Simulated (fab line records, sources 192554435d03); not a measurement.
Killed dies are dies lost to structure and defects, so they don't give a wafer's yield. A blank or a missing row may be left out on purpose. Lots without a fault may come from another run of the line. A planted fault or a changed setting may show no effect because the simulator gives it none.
fab line records | flow n5_finfet
record lots=7 wafers=39
route steps=1938 shown BEOL_M12@1602 BEOL_M14@1751 TV_OPEN@1890
start_h: hours from the record's first day to the start of the lot's first wafer shown | wait_h: hours since the lot's step before | " the same as in the row above | L1.1+2: a row that stands for several wafers | - no value, or no start given | * or withheld: withheld | < > ~ a bound
route shown NAME@n: a module of which the file shows steps, and the number in the route of the first | usual: mean/standard deviation of fault-free wafers | same: alike in all rows | chamber/n: place in a boat | sites: the reading at each site | _std_site: their standard deviation | _edge_site: outer sites' mean less inner sites' | radius_mm: how far each site lies from the wafer's centre | mask NAME#n: copy n | behind: the tool/chamber that last shaped the wafer | hold: why the lot was held/for how many hours/how that ended | device: the transistor (n, p or np) that didn't switch | end of line: the same wafers' tests at the end of the route | a step without rows: its recipe alone | killed: dies lost to structure and defects at the first sort, not the wafer's yield | map: a wafer's dies, x killed, . not, _ none there
set.NAME: the setting as run; set.NAME@STEP: as run at that earlier step | model.NAME: the simulator's own value behind a step, which no gauge read
lots whose settings were changed on purpose; a table a step, a row a wafer
## steps
# step N5_BEOL_M12_ILD_DEP_00
# recipe material=SiOC target_thk_a=6589.2 temp_c=350 precursor=DEMS/O2 pressure_torr=5 rf_w=500 time_s=130.7
# columns lot.wafer tool chamber start_h wait_h set.time_s model.SiOC_of_BEOL_M12_ILD_DEP_00.thk_nm
L080.1 pecvd-03 1 328.68 0.0 130.7 652.8
L080.2 " 0 " " 130.7 640.4
L080.3 " 2 " " 130.7 664.8
L080.4 " 2 " " 130.7 667.6
L080.5 " 1 " " 130.7 666.2
L080.6 " 0 " " 130.7 645.4
L079.1 pecvd-03 0 329.73 0.0 130.7 637.8
L079.2 " 2 " " 130.7 642.8
L079.3 " 1 " " 202.3 998.2
L079.4 " 0 " " 130.7 654.6
L079.5 " 2 " " 202.3 1026
L079.6 " 1 " " 202.3 1024
L081.1 pecvd-01 0 338.74 0.0 76.02 376.2
L081.2 " 2 " " 130.7 643.6
L081.3 " 1 " " 130.7 650.8
L081.4 " 1 " " 76.02 381.2
L081.5 " 0 " " 130.7 661
L081.6 " 2 " " 76.02 378.2
L084.1 pecvd-01 0 368.42 0.0 130.7 646.6
L084.2 " 1 " " 163.4 821.6
L084.3 " 2 " " 163.4 819.4
L084.4 " 2 " " 130.7 675.4
L084.5 " 0 " " 130.7 655.2
L084.6 " 1 " " 163.4 835.6
L089.1 pecvd-01 2 377.29 0.0 67.17 344.6
L089.2 " 0 " " 130.7 653.6
L089.3 " 1 " " 130.7 668.6
L089.4 " 0 " " 130.7 655.2
L089.5 " 2 " " 67.17 353
L089.6 " 1 " " 67.17 357.8
L090.1 pecvd-01 1 386.71 0.0 130.7 665.6
L090.2 " 0 " " 130.7 662
L090.3 " 2 " " 130.7 663.4
L095.1 pecvd-03 2 411.41 0.0 70.5 346.8
L095.2 " 0 " " 70.5 344.2
L095.3 " 1 " " 130.7 655.6
L095.4 " 2 " " 70.5 352
L095.5 " 1 " " 130.7 664.8
L095.6 " 0 " " 130.7 656.4
# step N5_BEOL_M12_THK_MEAS_01
# recipe reads=SiOC_of_BEOL_M12_ILD_DEP_00
# usual M12_ILD_THK=658/9.5
# columns lot.wafer tool chamber start_h wait_h set.time_s@BEOL_M12_ILD_DEP_00 M12_ILD_THK[nm]
L080.1 film_metro-01 - 328.82 0.1 130.7 652
L080.2 " - " " 130.7 640
L080.3 " - " " 130.7 665
L080.4 " - " " 130.7 667
L080.5 " - " " 130.7 666
L080.6 " - " " 130.7 646
L079.1 film_metro-02 - 329.86 0.1 130.7 638
L079.2 " - " " 130.7 643
L079.3 " - " " 202.3 999
L079.4 " - " " 130.7 655
L079.5 " - " " 202.3 1027
L079.6 " - " " 202.3 1025
L081.1 film_metro-02 - 338.87 0.1 76.02 376
L081.2 " - " " 130.7 643
L081.3 " - " " 130.7 651
L081.4 " - " " 76.02 381
L081.5 " - " " 130.7 661
L081.6 " - " " 76.02 378
L084.1 film_metro-02 - 368.55 0.1 130.7 646
L084.2 " - " " 163.4 822
L084.3 " - " " 163.4 819
L084.4 " - " " 130.7 675
L084.5 " - " " 130.7 655
L084.6 " - " " 163.4 835
L089.1 film_metro-02 - 377.42 0.1 67.17 345
L089.2 " - " " 130.7 654
L089.3 " - " " 130.7 668
L089.4 " - " " 130.7 655
L089.5 " - " " 67.17 353
L089.6 " - " " 67.17 358
L090.1 film_metro-02 - 386.84 0.1 130.7 666
L090.2 " - " " 130.7 663
L090.3 " - " " 130.7 664
L095.1 film_metro-02 - 411.54 0.1 70.5 347
L095.2 " - " " 70.5 344
L095.3 " - " " 130.7 655
L095.4 " - " " 70.5 352
L095.5 " - " " 130.7 665
L095.6 " - " " 130.7 657
# step N5_BEOL_M12_COAT_58
# recipe resist=BARC temp_c=205 time_s=60 spin_rpm=1500 resist_thk_nm=89
# step N5_BEOL_M12_COAT_04
# recipe spin_rpm=1625 resist_thk_nm=400
# step N5_BEOL_M12_DESCUM_15
# recipe chemistry=O2 time_s=7.9 source_power_w=50 bias_power_w=20 pressure_mtorr=20 rf_frequency_hz=2.712e+07 temp_c=40 o2_flow_sccm=225
# step N5_BEOL_M12_ETCH_59
# recipe chemistry=N2/H2 target=BARC target_depth_a=890 overetch_a=267 time_s=67.9 ion_energy_ev=200 pressure_mtorr=30 source_w=840 bias_w=150 n2_flow_sccm=200 h2_flow_sccm=200
# step N5_BEOL_M12_VIA_ETCH_16
# recipe chemistry=C4F8/O2/Ar target=SiOC pressure_mtorr=30 source_w=3000 bias_w=700 Ar_flow_sccm=400 C4F8_flow_sccm=15 O2_flow_sccm=8 he_inner_torr=15 he_outer_torr=30 target_depth_a=7248 time_s=withheld ion_energy_ev=250 ends=cleared
# columns lot.wafer tool chamber start_h wait_h set.time_s@BEOL_M12_ILD_DEP_00 model.etch.depth_nm model.coat_of_BEOL_M12_COAT_04.thk_nm
L080.1 rie_diel-01 3 329.46 0.0 * 652.8 124.8
L080.2 " 2 " " * 640.4 131.4
L080.3 " 1 " " * 664.7 120.2
L080.4 " 0 " " * 667.5 123.2
L080.5 " 2 " " * 666.2 123.8
L080.6 " 1 " " * 645.5 125.8
L079.1 rie_diel-01 0 330.75 0.0 * 637.8 134
L079.2 " 1 " " * 642.8 126.2
L079.3 " 3 " " * 998.2 25.2
L079.4 " 1 " " * 654.5 125.2
L079.5 " 3 " " * 1026 17.2
L079.6 " 0 " " * 1024 20.6
L081.1 rie_diel-05 2 339.35 0.0 * 376.2 205.8
L081.2 " 0 " " * 643.5 129.2
L081.3 " 1 " " * 650.9 128.6
L081.4 " 3 " " * 381.2 206
L081.5 " 3 " " * 661.1 124.4
L081.6 " 0 " " * 378.2 207.6
L084.1 rie_diel-03 3 369.38 0.0 * 646.6 127.2
L084.2 " 1 " " * 821.6 77.2
L084.3 " 2 " " * 819.3 74.8
L084.4 " 0 " " * 675.3 119.2
L084.5 " 2 " " * 655.2 123.4
L084.6 " 1 " " * 835.6 71.6
L089.1 rie_diel-01 1 378.04 0.0 * 344.6 216
L089.2 " 0 " " * 653.6 129.6
L089.3 " 3 " " * 668.5 122.6
L089.4 " 2 " " * 655.1 123.6
L089.5 " 2 " " * 353.1 216
L089.6 " 1 " " * 357.9 211
L090.1 rie_diel-05 0 387.32 0.0 * 665.5 120.4
L090.2 " 3 " " * 661.9 119.8
L090.3 " 1 " " * 663.5 120.4
L095.1 rie_diel-01 1 412.02 0.0 * 346.7 213.4
L095.2 " 0 " " * 344.2 219.8
L095.3 " 3 " " * 655.6 123.6
L095.4 " 2 " " * 352.1 212.2
L095.5 " 0 " " * 664.8 124.8
L095.6 " 1 " " * 656.5 123.2
# step N5_BEOL_M12_STRIP_63
# recipe chemistry=N2/H2 power_w=1000 temp_c=250 h2_frac=0.65 overash_fraction=0.3 pressure_mtorr=1000 n2_flow_sccm=1750 h2_flow_sccm=3250
# usual oes_product_au=0.693/0.0051 strip_time_to_endpoint_s=42.6/0.99
# columns lot.wafer tool chamber start_h wait_h set.time_s@BEOL_M12_ILD_DEP_00 oes_product_au strip_time_to_endpoint_s
L080.1 plasma_asher-01 1 329.66 - 130.7 0.691 43.0
L080.2 " 0 " " 130.7 0.700 44.7
L080.3 " 0 " " 130.7 0.690 41.7
L080.4 " 1 " " 130.7 0.691 42.5
L080.5 " 0 " " 130.7 0.707 42.7
L080.6 " 1 " " 130.7 0.687 43.2
L079.1 plasma_asher-02 0 330.95 - 130.7 0.691 45.4
L079.2 " 1 " " 130.7 0.690 43.3
L079.3 " 1 " " 202.3 0.627 13.3
L079.4 " 0 " " 130.7 0.691 43.1
L079.5 " 1 " " 202.3 0.528 10.4
L079.6 " 0 " " 202.3 0.562 11.7
L081.1 plasma_asher-02 0 339.55 - 76.02 0.783 64.1
L081.2 " 1 " " 130.7 0.698 44.2
L081.3 " 0 " " 130.7 0.690 44.0
L081.4 " 1 " " 76.02 0.789 64.2
L081.5 " 0 " " 130.7 0.687 42.9
L081.6 " 1 " " 76.02 0.788 64.6
L084.1 plasma_asher-02 0 369.58 - 130.7 0.690 43.6
L084.2 " 1 " " 163.4 0.680 29.8
L084.3 " 0 " " 163.4 0.668 29.0
L084.4 " 1 " " 130.7 0.705 41.5
L084.5 " 0 " " 130.7 0.697 42.6
L084.6 " 1 " " 163.4 0.675 28.1
L089.1 plasma_asher-02 1 378.29 - 67.17 0.810 66.7
L089.2 " 0 " " 130.7 0.690 44.3
L089.3 " 1 " " 130.7 0.690 42.3
L089.4 " 0 " " 130.7 0.686 42.7
L089.5 " 0 " " 67.17 0.815 66.7
L089.6 " 1 " " 67.17 0.810 65.5
L090.1 plasma_asher-01 1 387.52 - 130.7 0.691 41.8
L090.2 " 0 " " 130.7 0.685 41.6
L090.3 " 1 " " 130.7 0.692 41.8
L095.1 plasma_asher-01 0 412.22 - 70.5 0.810 66.1
L095.2 " 1 " " 70.5 0.822 67.7
L095.3 " 0 " " 130.7 0.686 42.7
L095.4 " 1 " " 70.5 0.808 65.8
L095.5 " 1 " " 130.7 0.687 43.0
L095.6 " 0 " " 130.7 0.692 42.5
# step N5_BEOL_M14_ETCH_68
# recipe chemistry=N2/H2 target=SOC mask_material=SiARC source_w=3000 bias_w=350 temp_c=40 time_s=450 ion_energy_ev=200 pressure_mtorr=30 n2_flow_sccm=200 h2_flow_sccm=200
# columns lot.wafer tool chamber start_h wait_h set.time_s model.SiARC_of_BEOL_M14_COAT_66.thk_nm
L080.1+4 rie_diel-01 3 346.55 0.1 450 67.2
L080.2+5 " 0 " " 450 66.6
L080.3+6 " 2 " " 450 64.8
L079.1 rie_diel-03 0 347.05 0.1 544.3 57
L079.2 " 3 " " 544.3 56.8
L079.3 " 2 " " 450 65.4
L079.4 " 1 " " 450 66
L079.5 " 3 " " 450 65.6
L079.6 " 2 " " 544.3 56
L081.1 rie_diel-03 3 359.41 0.1 450 65
L081.2 " 0 " " 600.5 50
L081.3 " 2 " " 450 64.6
L081.4 " 1 " " 600.5 50.8
L081.5 " 1 " " 600.5 50.4
L081.6 " 2 " " 450 64.8
L084.1 rie_diel-01 1 382.47 0.1 286.1 81.2
L084.2 " 3 " " 286.1 82.6
L084.3 " 0 " " 450 65.4
L084.4 " 2 " " 286.1 81
L084.5 " 0 " " 450 65.6
L084.6 " 1 " " 450 64.6
L089.1 rie_diel-01 1 388.42 0.1 450 64
L089.2 " 2 " " 257 83.4
L089.3+4 " 0,3 " " 450 65.8
L089.5+6 " 1,2 " " 257 83.8
L090.1+3 rie_diel-05 2,1 397.53 0.1 450 64.6
L090.2 " 0 " " 450 66
L095.1+5 rie_diel-03 2 422.47 0.1 371.7 73.6
L095.2 " 3 " " 371.7 74.2
L095.3 " 1 " " 450 66.6
L095.4+6 " 0,3 " " 450 66.4
# step N5_PASSIVATION_ETCH_15
# recipe chemistry=CF4/N2 target=SiCN target_depth_a=750 taper_deg=2 time_s=81.2 ion_energy_ev=150 mask_material=SiNx pressure_mtorr=40 source_w=430 bias_w=70 Ar_flow_sccm=100 cf4_flow_sccm=60 n2_flow_sccm=60
# columns lot.wafer tool chamber start_h wait_h set.target_depth_a model.etch.depth_nm
L080.1 rie_diel-04 3 - - 950.5 85.22
L080.2 " 0 " " 750 65.3
L080.3 " 1 " " 750 67.99
L080.4 " 2 " " 750 62.7
L080.5 " 2 " " 950.5 78.21
L080.6 " 1 " " 950.5 85.6
L079.1 rie_diel-02 0 - - 978.5 83.94
L079.2 " 2 " " 978.5 84.26
L079.3 " 1 " " 978.5 80.23
L079.4 " 2 " " 750 63.92
L079.5 " 1 " " 750 61.78
L079.6 " 0 " " 750 64.08
L081.1 rie_diel-06 2 - - 1175 105.7
L081.2 " 3 " " 1175 101.6
L081.3 " 1 " " 750 70.38
L081.4 " 0 " " 750 63.04
L081.5 " 2 " " 750 68.47
L081.6 " 3 " " 1175 101.3
L084.1 rie_diel-04 2 - - 750 62.41
L084.2 " 1 " " 750 67.37
L084.3 " 0 " " 750 65.54
L084.4 " 3 " " 750 67.77
L084.5 " 3 " " 750 67.96
L084.6 " 2 " " 750 61.68
L089.1 rie_diel-06 3 - - 504.7 43.73
L089.2 " 2 " " 750 67.74
L089.3 " 0 " " 504.7 42.17
L089.4 " 3 " " 750 64.79
L089.5 " 2 " " 504.7 45.83
L089.6 " 0 " " 750 62.82
L090.1 rie_diel-04 2 - - 750 61.49
L090.2 " 0 " " 750 65.09
L090.3 " 1 " " 750 66.52
L095.1 rie_diel-06 2 - - 1099 99.52
L095.2 " 3 " " 1099 96.93
L095.3 " 0 " " 750 62.48
L095.4 " 1 " " 750 69.92
L095.5 " 0 " " 750 62.02
L095.6 " 3 " " 1099 96.87
## key
split step=N5_BEOL_M12_ILD_DEP_00 setting=time_s stated=130.7 by=wafer
response step=N5_BEOL_M12_ILD_DEP_00 reading=model.SiOC_of_BEOL_M12_ILD_DEP_00.thk_nm change=+6.61 per=1% r=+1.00
response step=N5_BEOL_M12_THK_MEAS_01 reading=M12_ILD_THK change=+6.61 per=1% r=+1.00
response step=N5_BEOL_M12_VIA_ETCH_16 reading=model.etch.depth_nm change=+6.61 per=1% r=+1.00
response step=N5_BEOL_M12_VIA_ETCH_16 reading=model.coat_of_BEOL_M12_COAT_04.thk_nm change=-1.92 per=1% r=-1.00
response step=N5_BEOL_M12_STRIP_63 reading=oes_product_au change=-0.00231 per=1% r=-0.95
response step=N5_BEOL_M12_STRIP_63 reading=strip_time_to_endpoint_s change=* per=1% r=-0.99
split step=N5_BEOL_M14_ETCH_68 setting=time_s stated=450 by=wafer
response step=N5_BEOL_M14_ETCH_68 reading=model.SiARC_of_BEOL_M14_COAT_66.thk_nm change=-0.435 per=1% r=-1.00
split step=N5_PASSIVATION_ETCH_15 setting=target_depth_a stated=750 by=wafer
response step=N5_PASSIVATION_ETCH_15 reading=model.etch.depth_nm change=+0.657 per=1% r=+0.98
